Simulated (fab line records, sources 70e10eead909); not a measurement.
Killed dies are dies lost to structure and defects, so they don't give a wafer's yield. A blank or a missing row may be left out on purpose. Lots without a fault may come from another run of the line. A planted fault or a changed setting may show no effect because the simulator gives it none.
Matching of chambers | flow nandHarc | NHARC_A_CONTACT_ETCH_91 on rieDiel-08: 4 sister chambers
The step etches the open film in CH3F/O2, target depth 40 nm, time 85.7 s. 18 wafers are shown with their chamber, then 9 later ones without.

## EACH WAFER AND ITS CHAMBER
wafer  | chamber | showerheadPlenumPTorr (Torr) | drypumpMotorCurrentA (A) | rfVppV (V)
L074.2 | 2       | 2.44                         | 6.1                      | 244.3
L074.3 | 0       | 2.47                         | 5.5                      | 243.0
L074.5 | 0       | 2.47                         | 5.6                      | 244.5
L079.1 | 1       | 2.38                         | 6.5                      | 243.1
L079.3 | 3       | 2.33                         | 5.2                      | 243.4
L079.6 | 1       | 2.38                         | 6.6                      | 243.0
L080.2 | 3       | 2.33                         | 5.2                      | 242.6
L080.3 | 0       | 2.46                         | 5.6                      | 245.5
L080.4 | 2       | 2.43                         | 6.0                      | 244.3
L086.1 | 0       | 2.46                         | 5.6                      | 243.6
L086.2 | 2       | 2.43                         | 6.0                      | 242.8
L086.4 | 1       | 2.37                         | 6.6                      | 243.5
L087.1 | 0       | 2.46                         | 5.6                      | 245.1
L087.4 | 2       | 2.43                         | 6.0                      | 243.2
L087.5 | 0       | 2.46                         | 5.6                      | 245.6
L088.2 | 2       | 2.43                         | 6.1                      | 245.5
L088.3 | 0       | 2.46                         | 5.5                      | 244.0
L088.4 | 1       | 2.37                         | 6.6                      | 243.0

SIGNATURES, as means of the wafers listed above
reading               | chamber 0 | chamber 1 | chamber 2 | chamber 3 | scatter within a chamber
showerheadPlenumPTorr | 2.4629    | 2.3750    | 2.4320    | 2.3300    | 0.0048
drypumpMotorCurrentA  | 5.571     | 6.575     | 6.040     | 5.200     | 0.0491
rfVppV                | 244.471   | 243.150   | 244.020   | 243.000   | 0.881
Rule: a wafer lies at a distance from a chamber equal to the root of the sum of squares, over the readings, of (its reading less the chamber's mean, divided by the reading's scatter). If the next closest chamber is less than 2 further off than the closest, the wafer can't be placed; otherwise it belongs to the closest. How the scatter is found: for the shown wafers, subtract from each reading the mean of its chamber, square and add these, divide the total by (wafers less chambers), then take the root.

## WAFERS WHOSE CHAMBER IS MISSING
wafer  | showerheadPlenumPTorr (Torr) | drypumpMotorCurrentA (A) | rfVppV (V)
L091.1 | 2.37                         | 6.5                      | 244.5
L091.3 | 2.43                         | 6.0                      | 243.4
L091.4 | 2.46                         | 5.5                      | 246.8
L095.1 | 2.32                         | 5.2                      | 243.3
L095.2 | 2.37                         | 6.5                      | 242.2
L095.4 | 2.43                         | 6.0                      | 243.5
L097.3 | 2.43                         | 6.0                      | 244.9
L097.5 | 2.37                         | 6.6                      | 244.3
L097.6 | 2.32                         | 5.2                      | 243.0

## WHICH CHAMBER EACH WENT THROUGH
wafer  | from the rows above | in truth
L091.1 | 1                   | 1
L091.3 | 2                   | 2
L091.4 | 0                   | 0
L095.1 | 3                   | 3
L095.2 | 1                   | 1
L095.4 | 2                   | 2
L097.3 | 2                   | 2
L097.5 | 1                   | 1
L097.6 | 3                   | 3
Correct placement for 9 of the 9. Left unplaced by these rows: 0. Number placed wrongly: 0.
